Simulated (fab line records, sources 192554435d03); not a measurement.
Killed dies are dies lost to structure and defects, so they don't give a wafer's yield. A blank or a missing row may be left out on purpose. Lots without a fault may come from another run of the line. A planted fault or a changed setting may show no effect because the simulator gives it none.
fab line records | flow n5_finfet
record lots=22 wafers=66 last_day=17
route steps=1938 shown GATE_CUT@473 MOL_CONTACT_COAG@527
lots that met no fault: from a run of the same line without faults
start_h: hours from the record's first day to the start of the lot's first wafer shown | wait_h: hours since the lot's step before | " the same as in the row above | L1.1+2: a row that stands for several wafers | - no value, or no start given | * or withheld: withheld | < > ~ a bound
route shown NAME@n: a module of which the file shows steps, and the number in the route of the first | usual: mean/standard deviation of fault-free wafers | same: alike in all rows | chamber/n: place in a boat | sites: the reading at each site | _std_site: their standard deviation | _edge_site: outer sites' mean less inner sites' | radius_mm: how far each site lies from the wafer's centre | mask NAME#n: copy n | behind: the tool/chamber that last shaped the wafer | hold: why the lot was held/for how many hours/how that ended | device: the transistor (n, p or np) that didn't switch | end of line: the same wafers' tests at the end of the route | a step without rows: its recipe alone | killed: dies lost to structure and defects at the first sort, not the wafer's yield | map: a wafer's dies, x killed, . not, _ none there
set.NAME: the setting as run; set.NAME@STEP: as run at that earlier step | model.NAME: the simulator's own value behind a step, which no gauge read
steps of the route over a sample of lots; a table a step, a row a wafer
services: from which hour (start_h, from the record's first day; less than 0 if before it) a tool's chamber was out of use, for how many hours, and why
## steps
# step N5_GATE_CUT_SAC_CAP_01
# recipe material=SiNx target_thk_a=240 temp_c=400 ald_precursor_family=SiH2I2 ald_co_reactant=N2/H2-plasma pulse_time_s=1 ald_cycles=480 purge_time_s=2 co_reactant_purge_time_s=2 pressure_torr=2
# usual heater_power_w=814/76 precursor_pulse_height_rel=0.999/0.02
# same pulse_time_s=1
# columns lot.wafer tool chamber start_h wait_h heater_power_w precursor_pulse_height_rel
L075.2 ald_sin-01 0 87.09 0.8 777 0.974
L075.5 " 1 88.17 1.9 707 0.975
L075.6 " 0 " " 791 1.000
L076.3 ald_sin-01 1 96.49 1.6 715 0.994
L076.4 " 2 " " 858 0.971
L076.5 " 0 97.58 2.7 815 0.992
L077.3 ald_sin-03 1 101.32 0.1 685 1.000
L077.5 " 1 102.41 1.2 683 1.021
L077.6 " 2 " " 845 1.020
L078.2 ald_sin-01 2 107.28 0.0 849 0.997
L078.3 " 3 " " 954 1.031
L078.4 " 0 " " 773 0.963
L079.1 ald_sin-01 1 111.61 0.1 720 1.011
L079.3 " 3 " " 943 1.032
L079.4 " 2 " " 831 0.986
L080.2 ald_sin-01 0 120.71 0.0 799 0.983
L080.4 " 2 " " 823 0.973
L080.6 " 0 121.80 1.1 802 1.017
L082.1 ald_sin-03 0 131.52 0.6 764 1.013
L082.4 " 2 132.61 1.7 852 1.012
L082.5 " 0 " " 762 1.028
L083.1 ald_sin-03 0 144.39 0.0 773 0.982
L083.4 " 3 " " 795 1.041
L083.6 " 0 145.47 1.1 774 0.953
L084.1 ald_sin-04 0 147.13 0.0 804 1.023
L084.3 " 3 " " 839 1.017
L084.4 " 2 " " 998 1.014
L085.3 ald_sin-01 2 147.67 0.2 838 1.001
L085.5 " 3 148.75 1.3 916 0.988
L085.6 " 2 " " 854 0.980
L086.1 ald_sin-04 0 153.74 0.0 816 1.006
L086.2 " 3 " " 820 0.963
L086.4 " 2 " " 1021 1.005
L087.1 ald_sin-01 0 161.47 0.0 806 0.957
L087.3 " 3 " " 942 0.994
L087.6 " 1 162.56 1.1 746 0.981
L088.1 ald_sin-01 1 168.86 0.0 743 1.005
L088.2 " 3 " " 927 0.978
L088.4 " 2 " " 832 1.012
L089.1 ald_sin-01 2 171.03 0.8 834 1.022
L089.2 " 0 " " 808 0.975
L089.4 " 3 " " 939 1.025
L090.3 ald_sin-01 1 182.86 0.0 741 0.990
L090.4 " 1 183.95 1.1 726 1.004
L090.6 " 3 " " 918 1.004
L091.2 ald_sin-01 3 185.13 1.6 918 0.992
L091.3 " 1 " " 742 0.974
L091.5 " 1 186.21 2.7 734 1.019
L092.2 ald_sin-01 0 194.18 0.0 793 0.998
L092.3 " 1 " " 759 0.996
L092.4 " 3 195.27 1.1 932 0.999
L093.4 ald_sin-01 0 197.54 1.4 799 0.959
L093.5 " 1 " " 732 0.995
L093.6 " 3 " " 931 1.010
L094.1 ald_sin-04 0 202.64 0.1 832 1.013
L094.3 " 1 " " 804 0.989
L094.5 " 0 203.72 1.2 813 0.985
L095.3 ald_sin-01 0 209.08 0.0 813 1.027
L095.4 " 1 210.16 1.1 724 0.998
L095.5 " 0 " " 791 0.998
L096.3 ald_sin-03 0 213.70 0.6 795 0.982
L096.5 " 2 214.79 1.6 873 0.989
L096.6 " 3 " " 779 1.019
L097.1 ald_sin-03 0 219.46 0.0 773 0.994
L097.3 " 2 " " 857 0.974
L097.5 " 0 220.54 1.1 777 0.976
# step N5_GATE_CUT_ETCH_28
# recipe chemistry=N2/H2 target=underlayer target_depth_a=130 mask_material=CAR-EUV time_s=10.4 ion_energy_ev=200 pressure_mtorr=30 source_w=840 bias_w=150 n2_flow_sccm=200 h2_flow_sccm=200 ends=cleared
# usual drypump_motor_current_A=5.8/0.38 etch_rf_on_time_s=10.38/0.28 h2_flow_sccm=200.1/0.61 oes_product_au=0.64/0.053 rf_vpp_V=522.6/2.4 showerhead_plenum_p_Torr=2.50/0.083 throttle_valve_pct=17.96/0.25
# columns lot.wafer tool chamber start_h wait_h drypump_motor_current_A etch_rf_on_time_s h2_flow_sccm oes_product_au rf_hours_counter_h rf_vpp_V showerhead_plenum_p_Torr throttle_valve_pct
L075.2 rie_diel-06 3 90.20 0.0 6.2 10.36 199.3 0.65 132 523.2 2.55 18.26
L075.5 " 2 " " 5.7 9.94 200.6 0.71 - 519.5 2.36 17.97
L075.6 " 1 " " 5.2 10.33 200.5 0.62 - 522.1 2.51 17.64
L076.3 rie_diel-06 1 99.80 0.0 5.2 10.41 200.5 0.62 204 522.3 2.51 17.64
L076.4 " 3 " " 6.2 10.40 199.5 0.65 136 525.3 2.55 18.28
L076.5 " 2 " " 5.7 9.98 200.4 0.70 - 518.3 2.36 17.96
L077.3 rie_diel-05 2 104.54 0.0 6.2 10.20 200.1 0.61 204 520.1 2.41 17.44
L077.5 " 1 " " 6.0 10.15 200.3 0.65 - 524.0 2.54 17.61
L077.6 " 2 " " 6.2 10.22 200.3 0.60 - 519.2 2.41 17.44
L078.2 rie_diel-05 0 110.63 0.0 6.4 10.14 199.2 0.61 225 520.8 2.42 18.45
L078.3 " 2 " " 6.2 10.09 200.6 0.62 206 521.9 2.40 17.44
L078.4 " 1 " " 6.0 10.04 200.7 0.66 154 523.6 2.53 17.63
L079.1 rie_diel-06 0 114.92 0.0 5.7 10.58 200.2 0.65 143 523.1 2.56 18.12
L079.3 " 3 " " 6.2 10.44 200.2 0.64 142 525.2 2.54 18.30
L079.4 " 1 " " 5.2 10.23 200.0 0.62 209 523.2 2.51 17.65
L080.2 rie_diel-01 0 123.95 0.0 6.2 10.52 199.2 0.62 192 520.9 2.42 18.06
L080.4 " 0 " " 6.2 10.44 200.7 0.63 - 522.3 2.42 18.05
L080.6 " 1 " " 6.1 10.79 200.7 0.60 - 523.2 2.51 18.02
L082.1 rie_diel-06 2 135.60 0.0 5.6 10.15 201.0 0.69 128 518.1 2.35 17.98
L082.4 " 1 " " 5.2 10.50 199.3 0.61 213 522.6 2.51 17.65
L082.5 " 2 " " 5.6 10.06 202.0 0.69 - 517.3 2.35 17.98
L083.1 rie_diel-01 2 147.60 0.0 5.2 9.88 199.5 0.83 4 520.8 2.49 17.67
L083.4 " 1 " " 6.1 10.87 200.1 0.60 204 522.5 2.51 18.04
L083.6 " 2 " " 5.2 9.88 199.3 0.83 - 522.3 2.49 17.69
L084.1 rie_diel-01 0 150.34 0.0 6.2 10.49 200.6 0.62 202 520.8 2.41 18.07
L084.3 " 3 " " 5.6 10.24 200.5 0.63 183 526.8 2.63 18.02
L084.4 " 2 " " 5.2 9.98 200.8 0.82 5 523.8 2.49 17.69
L085.3 rie_diel-01 1 150.88 0.0 6.1 10.84 200.0 0.61 205 523.4 2.51 18.03
L085.5 " 3 " " 5.6 10.21 199.6 0.62 - 526.0 2.63 18.03
L085.6 " 2 " " 5.2 9.87 198.9 0.83 - 523.2 2.49 17.70
L086.1 rie_diel-06 2 156.83 0.0 5.6 10.12 201.0 0.68 135 518.5 2.35 18.00
L086.2 " 3 " " 6.2 10.48 199.6 0.64 152 522.0 2.54 18.31
L086.4 " 0 " " 5.7 10.70 201.1 0.64 153 522.8 2.55 18.16
L087.1 rie_diel-05 3 164.56 0.0 6.2 10.36 200.1 0.60 205 527.0 2.64 18.07
L087.3 " 0 " " 6.4 10.25 201.2 0.61 241 520.4 2.41 18.47
L087.6 " 2 " " 6.2 10.19 199.6 0.60 - 520.5 2.40 17.48
L088.1 rie_diel-06 0 172.14 0.0 5.7 10.71 200.2 0.64 157 522.5 2.55 18.16
L088.2 " 1 " " 5.2 10.53 199.2 0.60 222 524.4 2.50 17.68
L088.4 " 3 " " 6.2 10.54 198.3 0.63 156 523.7 2.54 18.31
L089.1 rie_diel-06 2 174.25 0.0 5.6 10.08 199.5 0.68 139 518.4 2.35 18.00
L089.2 " 0 " " 5.7 10.81 200.2 0.63 157 524.0 2.55 18.16
L089.4 " 3 " " 6.2 10.55 199.9 0.63 157 524.5 2.54 18.31
L090.3 rie_diel-06 0 185.95 0.0 5.7 10.66 200.2 0.63 160 523.0 2.55 18.18
L090.4 " 2 " " 5.6 10.02 200.1 0.68 143 518.3 2.35 18.02
L090.6 " 1 " " 5.2 10.42 199.6 0.61 - 522.6 2.50 17.67
L091.2 rie_diel-05 1 188.35 0.0 6.0 10.10 200.2 0.63 176 522.9 2.53 17.64
L091.3 " 3 " " 6.1 10.37 200.6 0.59 213 524.5 2.64 18.09
L091.5 " 2 " " 6.2 10.31 199.2 0.59 - 520.0 2.40 17.48
L092.2 rie_diel-01 1 197.30 0.0 6.1 10.88 200.3 0.60 217 523.0 2.50 18.06
L092.3 " 2 " " 5.2 9.94 200.0 0.79 17 521.0 2.48 17.71
L092.4 " 0 " " 6.2 10.39 200.4 0.61 215 519.6 2.41 18.09
L093.4 rie_diel-05 3 199.70 0.0 6.2 10.39 200.4 0.58 - 525.1 2.63 18.09
L093.5 " 2 " " 6.2 10.24 200.0 0.60 - 519.0 2.39 17.49
L093.6 " 3 " " 6.2 10.35 201.0 0.59 - 525.8 2.63 18.11
L094.1 rie_diel-06 0 205.93 0.0 5.7 10.64 200.2 0.63 165 523.5 2.55 18.17
L094.3 " 1 " " 5.2 10.56 200.5 0.60 234 523.2 2.50 17.69
L094.5 " 1 " " 5.2 10.65 200.1 0.60 - 523.2 2.50 17.68
L095.3 rie_diel-01 0 212.32 0.0 6.2 10.46 199.6 0.60 219 519.8 2.40 18.10
L095.4 " 2 " " 5.2 9.95 200.1 0.78 23 520.7 2.48 17.74
L095.5 " 1 " " 6.1 11.01 199.4 0.59 - 522.5 2.50 18.06
L096.3 rie_diel-01 2 216.82 0.0 5.2 9.93 199.7 0.78 24 522.5 2.48 17.72
L096.5 " 3 " " 5.6 10.22 199.6 0.61 - 524.5 2.62 18.06
L096.6 " 2 " " 5.2 9.93 199.3 0.78 - 524.3 2.48 17.73
L097.1 rie_diel-06 0 222.57 0.0 5.7 10.69 200.0 0.63 170 523.4 2.55 18.18
L097.3 " 1 " " 5.2 10.54 199.9 0.59 239 523.5 2.50 17.71
L097.5 " 3 " " 6.2 10.50 200.4 0.62 - 522.2 2.53 18.33
# step N5_GATE_CUT_ETCH_37
# recipe chemistry=N2/H2 target=SOC target_depth_a=600 overetch_a=120 mask_material=SiARC temp_c=40 time_s=90 ion_energy_ev=200 pressure_mtorr=30 source_w=840 bias_w=150 n2_flow_sccm=200 h2_flow_sccm=200
# usual drypump_motor_current_A=5.8/0.39 h2_flow_sccm=200.0/0.55 oes_product_au=0.67/0.049 rf_vpp_V=522.7/2.5 showerhead_plenum_p_Torr=2.50/0.083 throttle_valve_pct=17.94/0.25
# columns lot.wafer tool chamber start_h wait_h drypump_motor_current_A h2_flow_sccm oes_product_au rf_hours_counter_h rf_vpp_V showerhead_plenum_p_Torr throttle_valve_pct
L075.2 rie_diel-06 3 90.25 0.0 6.2 200.1 0.69 132 525.5 2.55 18.24
L075.5 " 2 " " 5.6 200.1 0.72 - 519.1 2.36 17.93
L075.6 " 1 " " 5.2 199.9 0.65 - 523.7 2.51 17.61
L076.3 rie_diel-06 1 99.84 0.0 5.2 199.2 0.65 204 523.2 2.51 17.62
L076.4 " 3 " " 6.2 199.9 0.68 136 525.2 2.55 18.25
L076.5 " 2 " " 5.6 200.1 0.72 - 518.2 2.36 17.94
L077.3 rie_diel-05 2 104.58 0.0 6.2 199.5 0.63 204 520.6 2.41 17.41
L077.5 " 1 " " 6.1 199.5 0.67 - 523.4 2.54 17.57
L077.6 " 2 " " 6.2 199.8 0.64 - 520.0 2.41 17.42
L078.2 rie_diel-05 0 110.68 0.0 6.4 200.2 0.64 225 520.7 2.42 18.40
L078.3 " 2 " " 6.2 198.8 0.63 206 518.8 2.40 17.41
L078.4 " 1 " " 6.0 199.8 0.67 154 523.6 2.54 17.59
L079.1 rie_diel-06 0 114.97 0.0 5.6 200.2 0.69 143 525.2 2.56 18.11
L079.3 " 3 " " 6.2 201.0 0.67 142 524.0 2.54 18.26
L079.4 " 1 " " 5.2 199.2 0.64 209 523.3 2.51 17.63
L080.2 rie_diel-01 0 124.02 0.0 6.2 199.2 0.65 192 519.1 2.42 18.03
L080.4 " 0 " " 6.2 199.7 0.65 - 520.8 2.42 18.01
L080.6 " 1 " " 6.1 199.6 0.65 - 524.0 2.51 18.01
L082.1 rie_diel-06 2 135.64 0.0 5.7 200.3 0.72 128 518.5 2.35 17.97
L082.4 " 1 " " 5.2 199.8 0.64 213 523.5 2.51 17.63
L082.5 " 2 " " 5.7 200.1 0.71 - 518.3 2.35 17.94
L083.1 rie_diel-01 2 147.65 0.0 5.2 200.0 0.85 4 521.7 2.49 17.66
L083.4 " 1 " " 6.1 200.5 0.66 204 525.0 2.51 18.00
L083.6 " 2 " " 5.2 200.2 0.85 - 523.7 2.49 17.67
L084.1 rie_diel-01 0 150.39 0.0 6.2 200.6 0.64 202 519.5 2.41 18.04
L084.3 " 3 " " 5.6 200.5 0.65 183 527.0 2.63 17.98
L084.4 " 2 " " 5.3 199.9 0.85 5 522.5 2.49 17.65
L085.3 rie_diel-01 1 150.93 0.0 6.1 200.2 0.65 205 523.4 2.51 18.00
L085.5 " 3 " " 5.6 199.9 0.64 - 527.2 2.63 17.98
L085.6 " 2 " " 5.2 200.5 0.85 - 522.7 2.49 17.67
L086.1 rie_diel-06 2 156.87 0.0 5.6 199.4 0.70 135 519.2 2.35 17.96
L086.2 " 3 " " 6.2 199.9 0.67 153 524.2 2.54 18.29
L086.4 " 0 " " 5.7 200.3 0.69 153 524.7 2.55 18.12
L087.1 rie_diel-05 3 164.61 0.0 6.1 199.9 0.63 205 526.8 2.64 18.05
L087.3 " 0 " " 6.5 199.4 0.63 241 519.6 2.41 18.43
L087.6 " 2 " " 6.2 199.7 0.62 - 518.4 2.40 17.44
L088.1 rie_diel-06 0 172.18 0.0 5.7 200.4 0.68 157 524.4 2.55 18.14
L088.2 " 1 " " 5.2 199.9 0.64 222 521.3 2.50 17.64
L088.4 " 3 " " 6.2 199.6 0.67 156 521.8 2.54 18.30
L089.1 rie_diel-06 2 174.29 0.0 5.7 200.0 0.70 139 518.8 2.35 17.97
L089.2 " 0 " " 5.7 199.1 0.68 157 524.1 2.55 18.13
L089.4 " 3 " " 6.2 199.9 0.67 157 522.2 2.54 18.28
L090.3 rie_diel-06 0 186.00 0.0 5.7 199.8 0.68 160 524.1 2.55 18.13
L090.4 " 2 " " 5.6 199.1 0.70 143 519.6 2.35 17.99
L090.6 " 1 " " 5.2 199.5 0.64 - 522.4 2.50 17.65
L091.2 rie_diel-05 1 188.39 0.0 6.1 199.4 0.65 177 525.3 2.53 17.63
L091.3 " 3 " " 6.1 199.9 0.62 213 527.3 2.64 18.07
L091.5 " 2 " " 6.2 200.4 0.62 - 520.5 2.40 17.47
L092.2 rie_diel-01 1 197.34 0.0 6.1 199.7 0.64 217 521.8 2.50 18.03
L092.3 " 2 " " 5.2 198.7 0.81 17 520.8 2.48 17.69
L092.4 " 0 " " 6.2 199.8 0.64 215 519.5 2.41 18.07
L093.4 rie_diel-05 3 199.79 0.0 6.1 201.0 0.62 - 526.6 2.64 18.05
L093.5 " 2 " " 6.2 200.3 0.61 - 519.8 2.39 17.45
L093.6 " 3 " " 6.2 200.8 0.61 - 524.7 2.64 18.06
L094.1 rie_diel-06 0 205.97 0.0 5.7 199.9 0.67 165 522.6 2.55 18.16
L094.3 " 1 " " 5.2 201.1 0.63 235 524.0 2.50 17.67
L094.5 " 1 " " 5.2 199.8 0.63 - 522.7 2.50 17.67
L095.3 rie_diel-01 0 212.36 0.0 6.2 199.7 0.63 219 520.8 2.40 18.07
L095.4 " 2 " " 5.2 201.0 0.80 23 523.2 2.48 17.70
L095.5 " 1 " " 6.1 199.7 0.64 - 524.4 2.50 18.03
L096.3 rie_diel-01 2 216.86 0.0 5.3 200.3 0.79 24 522.6 2.48 17.70
L096.5 " 3 " " 5.6 200.1 0.64 - 527.3 2.62 18.03
L096.6 " 2 " " 5.2 200.4 0.80 - 521.4 2.48 17.69
L097.1 rie_diel-06 0 222.62 0.0 5.7 200.0 0.66 170 522.8 2.55 18.16
L097.3 " 1 " " 5.2 199.9 0.62 239 522.8 2.50 17.65
L097.5 " 3 " " 6.2 199.8 0.66 - 523.3 2.53 18.31
# step N5_GATE_CUT_THK_MEAS_24
# recipe reads=SiO2_of_GATE_CUT_HM_DEP_46+SiO2_flowable_of_ILD0_FCVD_FILL_01
# usual GC_FILL_THK=220.2/1.9
# columns lot.wafer tool chamber start_h wait_h GC_FILL_THK[nm]
L075.2 film_metro-01 - 93.64 - 220.2
L075.5 " - " " 220.6
L075.6 " - " " 222.6
L076.3 film_metro-02 - 102.39 - 217.8
L076.4 " - " " 220.5
L076.5 " - " " 220.3
L077.3 film_metro-02 - 107.13 - 219.0
L077.5 " - " " 221.4
L077.6 " - " " 222.7
L078.2 film_metro-02 - 113.22 - 220.8
L078.3 " - " " 220.2
L078.4 " - " " 221.6
L079.1 film_metro-02 - 117.52 - 216.9
L079.3 " - " " 220.7
L079.4 " - " " 217.7
L080.2 film_metro-02 - 126.97 - 218.4
L080.4 " - " " 223.9
L080.6 " - " " 221.6
L082.1 film_metro-02 - 138.22 - 218.9
L082.4 " - " " 221.7
L082.5 " - " " 223.4
L083.1 film_metro-01 - 150.29 - 218.7
L083.4 " - " " 224.0
L083.6 " - " " 223.1
L084.1 film_metro-01 - 152.93 - 218.4
L084.3 " - " " 219.5
L084.4 " - " " 220.8
L085.3 film_metro-02 - 153.47 - 222.2
L085.5 " - " " 224.7
L085.6 " - " " 223.7
L086.1 film_metro-02 - 159.43 - 217.3
L086.2 " - " " 218.9
L086.4 " - " " 221.6
L087.1 film_metro-02 - 167.15 - 219.5
L087.3 " - " " 219.1
L087.6 " - " " 220.0
L088.1 film_metro-01 - 174.98 - 219.6
L088.2 " - " " 219.2
L088.4 " - " " 219.2
L089.1 film_metro-01 - 176.86 - 219.6
L089.2 " - " " 217.3
L089.4 " - " " 216.9
L090.3 film_metro-02 - 189.32 - 216.2
L090.4 " - " " 218.9
L090.6 " - " " 217.5
L091.2 film_metro-01 - 191.36 - 219.3
L091.3 " - " " 217.3
L091.5 " - " " 219.9
L092.2 film_metro-01 - 199.89 - 219.2
L092.3 " - " " 221.2
L092.4 " - " " 221.6
L093.4 film_metro-02 - 202.69 - 219.5
L093.5 " - " " 219.3
L093.6 " - " " 221.6
L094.1 film_metro-02 - 208.51 - 218.0
L094.3 " - " " 221.2
L094.5 " - " " 221.1
L095.3 film_metro-02 - 214.91 - 219.7
L095.4 " - " " 223.4
L095.5 " - " " 220.8
L096.3 film_metro-01 - 219.41 - 219.1
L096.5 " - " " 222.4
L096.6 " - " " 221.3
L097.1 film_metro-02 - 225.41 - 218.3
L097.3 " - " " 219.2
L097.5 " - " " 220.4
# step N5_MOL_CONTACT_COAG_OVL_MEAS_09
# recipe points_per_wafer=522
# usual CA_OVL=0.1/0.68
# columns lot.wafer tool chamber start_h wait_h CA_OVL[nm]
L075.2 overlay-01 0 94.71 0.0 -0.9
L075.5 " 0 " " 0.1
L075.6 " 0 " " -0.6
L076.3 overlay-02 0 103.47 0.0 -0.6
L076.4 " 0 " " 0.1
L076.5 " 0 " " -0.2
L077.3 overlay-01 0 108.47 0.0 0.6
L077.5 " 0 " " 0.8
L077.6 " 0 " " 0.1
L078.2 overlay-02 0 114.30 0.0 -1.3
L078.3 " 0 " " -1.0
L078.4 " 0 " " -0.3
L079.1 overlay-01 0 118.59 0.0 -0.5
L079.3 " 0 " " 0.8
L079.4 " 0 " " 0.3
L080.2 overlay-02 0 128.17 0.0 -0.1
L080.4 " 0 " " 0.4
L080.6 " 0 " " 1.6
L082.1 overlay-02 0 142.59 0.0 0.0
L082.4 " 0 " " 1.2
L082.5 " 0 " " 0.4
L083.1 overlay-02 0 151.36 0.0 0.0
L083.4 " 0 " " 0.0
L083.6 " 0 " " 0.6
L084.1 overlay-02 0 154.00 0.0 0.0
L084.3 " 0 " " -0.7
L084.4 " 0 " " -0.2
L085.3 overlay-02 0 154.68 0.0 1.3
L085.5 " 0 " " 1.2
L085.6 " 0 " " 0.8
L086.1 overlay-02 0 160.50 0.0 -0.9
L086.2 " 0 " " 0.4
L086.4 " 0 " " 0.4
L087.1 overlay-02 0 168.35 0.0 -0.6
L087.3 " 0 " " -0.6
L087.6 " 0 " " 1.0
L088.1 overlay-02 0 176.05 0.0 0.0
L088.2 " 0 " " -0.4
L088.4 " 0 " " 0.9
L089.1 overlay-01 0 178.05 0.0 -0.6
L089.2 " 0 " " 1.4
L089.4 " 0 " " 0.0
L090.3 overlay-02 0 190.43 0.0 1.5
L090.4 " 0 " " 0.2
L090.6 " 0 " " 0.1
L091.2 overlay-01 0 192.56 0.0 -0.8
L091.3 " 0 " " 0.2
L091.5 " 0 " " -0.2
L092.2 overlay-01 0 201.13 0.0 0.4
L092.3 " 0 " " 1.7
L092.4 " 0 " " 0.0
L093.4 overlay-01 0 203.79 0.0 0.0
L093.5 " 0 " " -1.3
L093.6 " 0 " " 0.8
L094.1 overlay-02 0 209.59 0.0 -1.3
L094.3 " 0 " " -0.9
L094.5 " 0 " " 0.0
L095.3 overlay-01 0 215.98 0.0 -1.2
L095.4 " 0 " " -0.3
L095.5 " 0 " " 0.0
L096.3 overlay-01 0 220.62 0.0 0.4
L096.5 " 0 " " 0.2
L096.6 " 0 " " 0.2
L097.1 overlay-02 0 226.48 0.0 0.7
L097.3 " 0 " " 0.2
L097.5 " 0 " " 0.3
# step N5_MOL_CONTACT_COAG_ETCH_106
# recipe chemistry=N2/H2 target=SOC target_depth_a=800 overetch_a=160 mask_material=SiARC temp_c=40 time_s=120 ion_energy_ev=200 pressure_mtorr=30 source_w=840 bias_w=150 n2_flow_sccm=200 h2_flow_sccm=200
# usual drypump_motor_current_A=5.8/0.42 h2_flow_sccm=200.0/0.68 oes_product_au=0.72/0.081 rf_vpp_V=524.0/2.5 showerhead_plenum_p_Torr=2.54/0.083 throttle_valve_pct=17.76/0.18
# columns lot.wafer tool chamber start_h wait_h drypump_motor_current_A h2_flow_sccm oes_product_au rf_hours_counter_h rf_vpp_V showerhead_plenum_p_Torr throttle_valve_pct
L075.2 rie_diel-04 2 95.13 0.0 6.3 198.4 0.65 214 523.8 2.52 17.92
L075.5 " 2 " " 6.3 200.0 0.65 - 523.2 2.52 17.94
L075.6 " 1 " " 5.7 200.1 0.69 - 527.4 2.65 17.77
L076.3 rie_diel-02 1 103.73 0.0 5.6 199.8 0.63 206 519.7 2.41 17.75
L076.4 " 2 " " 5.9 201.1 0.68 - 522.2 2.46 17.95
L076.5 " 1 " " 5.6 199.7 0.63 - 519.7 2.41 17.76
L077.3 rie_diel-04 3 108.63 0.0 5.6 200.2 0.76 41 523.0 2.48 17.63
L077.5 " 0 " " 5.5 200.3 0.86 - 529.0 2.70 17.32
L077.6 " 1 " " 5.7 200.7 0.69 - 526.1 2.65 17.80
L078.2 rie_diel-03 3 114.47 0.0 6.1 200.0 0.80 31 526.0 2.59 17.68
L078.3 " 2 " " 4.8 200.6 0.63 245 523.4 2.50 17.98
L078.4 " 3 " " 6.1 199.5 0.79 - 527.6 2.59 17.68
L079.1 rie_diel-02 1 118.76 0.0 5.6 201.0 0.63 213 521.1 2.41 17.77
L079.3 " 2 " " 5.9 200.9 0.68 147 519.9 2.46 17.98
L079.4 " 1 " " 5.6 199.9 0.62 - 521.7 2.41 17.77
L080.2 rie_diel-02 2 129.47 0.0 5.9 200.1 0.67 152 521.8 2.46 17.99
L080.4 " 0 " " 5.9 198.3 0.81 34 523.5 2.58 17.61
L080.6 " 1 " " 5.6 200.1 0.62 - 519.9 2.40 17.78
L082.1 rie_diel-03 3 142.80 0.0 6.1 200.7 0.78 48 524.2 2.58 17.70
L082.4 " 1 " " 6.2 199.6 0.86 - 526.0 2.61 17.77
L082.5 " 2 " " 4.8 200.8 0.62 - 522.0 2.49 18.01
L083.1 rie_diel-03 3 151.53 0.0 6.1 200.6 0.76 51 525.9 2.58 17.72
L083.4 " 3 " " 6.1 200.7 0.77 - 525.7 2.58 17.71
L083.6 " 1 " " 6.2 199.4 0.84 - 526.5 2.61 17.77
L084.1 rie_diel-04 2 154.17 0.0 6.2 199.6 0.64 230 523.6 2.51 17.96
L084.3 " 3 " " 5.6 199.8 0.75 51 522.1 2.47 17.63
L084.4 " 1 " " 5.7 199.5 0.67 168 526.0 2.64 17.78
L085.3 rie_diel-03 3 155.02 0.0 6.1 200.4 0.77 53 524.4 2.58 17.71
L085.5 " 1 " " 6.2 199.3 0.84 - 525.6 2.61 17.78
L085.6 " 3 " " 6.1 199.9 0.76 - 525.0 2.58 17.72
L086.1 rie_diel-03 3 160.67 0.0 6.1 200.3 0.77 55 525.3 2.58 17.71
L086.2 " 2 " " 4.8 199.6 0.61 269 523.4 2.49 18.01
L086.4 " 2 " " 4.8 199.4 0.62 - 522.6 2.49 18.01
L087.1 rie_diel-04 3 168.63 0.0 5.6 199.9 0.75 55 520.1 2.47 17.65
L087.3 " 0 " " 5.5 199.6 0.82 20 530.0 2.69 17.34
L087.6 " 0 " " 5.6 199.1 0.82 - 527.9 2.69 17.34
L088.1 rie_diel-02 2 176.79 0.0 5.9 200.0 0.67 170 521.0 2.45 18.03
L088.2 " 3 " " 6.3 199.6 0.64 199 525.7 2.64 17.64
L088.4 " 0 " " 5.9 200.2 0.79 52 524.8 2.57 17.65
L089.1 rie_diel-02 3 178.23 0.0 6.3 199.8 0.64 200 526.3 2.64 17.65
L089.2 " 0 " " 5.9 198.8 0.79 52 524.6 2.57 17.65
L089.4 " 1 " " 5.6 199.6 0.62 238 519.3 2.40 17.82
L090.3 rie_diel-02 1 190.59 0.0 5.6 199.4 0.61 241 519.7 2.40 17.80
L090.4 " 3 " " 6.3 199.8 0.63 204 525.0 2.63 17.65
L090.6 " 0 " " 6.0 200.2 0.77 - 524.9 2.57 17.64
L091.2 rie_diel-03 2 192.73 0.0 4.8 199.6 0.86 1 523.4 2.48 17.51
L091.3 " 3 " " 6.1 199.8 0.75 68 523.8 2.57 17.74
L091.5 " 0 " " 5.8 199.6 0.82 - 521.2 2.49 17.72
L092.2 rie_diel-02 1 201.30 0.0 5.6 200.0 0.61 244 520.2 2.39 17.84
L092.3 " 3 " " 6.3 200.2 0.63 207 526.8 2.63 17.66
L092.4 " 0 " " 5.9 200.0 0.78 59 526.1 2.57 17.65
L093.4 rie_diel-03 3 203.98 0.0 6.1 199.7 0.74 72 524.7 2.57 17.76
L093.5 " 0 " " 5.7 199.9 0.82 - 522.4 2.49 17.74
L093.6 " 1 " " 6.3 200.7 0.79 - 524.7 2.60 17.80
L094.1 rie_diel-04 0 209.76 0.0 5.5 200.7 0.79 35 527.0 2.68 17.38
L094.3 " 3 " " 5.5 198.4 0.73 71 522.1 2.47 17.70
L094.5 " 2 " " 6.3 201.1 0.63 - 523.7 2.50 18.00
L095.3 rie_diel-03 0 216.15 0.0 5.8 201.1 0.81 18 523.7 2.49 17.75
L095.4 " 1 " " 6.2 200.8 0.79 30 526.6 2.60 17.81
L095.5 " 0 " " 5.7 200.7 0.81 - 522.3 2.49 17.74
L096.3 rie_diel-04 0 221.01 0.0 5.5 199.4 0.79 40 527.5 2.68 17.39
L096.5 " 3 " " 5.5 198.8 0.73 - 520.9 2.46 17.68
L096.6 " 0 " " 5.6 198.8 0.79 - 527.2 2.68 17.38
L097.1 rie_diel-04 3 226.99 0.0 5.5 200.2 0.73 79 521.9 2.46 17.71
L097.3 " 1 " " 5.7 199.9 0.66 188 525.9 2.63 17.84
L097.5 " 3 " " 5.5 200.0 0.72 - 522.8 2.46 17.68
## services
# columns tool chamber start_h hours kind
ald_sin-01 - 67.47 2.4 repair
rie_diel-06 - 75.90 0.5 repair
ald_sin-04 - 76.34 1.2 repair
ald_sin-01 3 76.89 15.8 repair
rie_diel-01 3 83.26 8.8 repair
ald_sin-03 - 85.83 14.0 pm
rie_diel-02 0 91.45 11.1 repair
rie_diel-02 3 99.64 9.0 repair
rie_diel-06 0 101.16 4.5 repair
rie_diel-02 3 117.67 8.6 repair
ald_sin-03 - 120.46 0.7 repair
rie_diel-01 2 121.22 - clean
rie_diel-01 2 121.22 - consumable_replace:focus_ring
rie_diel-04 - 122.84 15.6 pm
rie_diel-01 3 123.80 3.1 repair
ald_sin-04 - 176.97 14.0 pm
ald_sin-01 2 178.59 52.7 repair
rie_diel-06 0 190.33 6.5 repair
rie_diel-06 2 195.78 28.7 repair
rie_diel-05 1 197.55 24.1 repair
rie_diel-03 - 212.07 0.1 repair
ald_sin-04 3 218.88 6.2 repair
rie_diel-03 - 223.88 15.6 pm
ald_sin-03 3 226.02 3.8 repair
## key
fault none
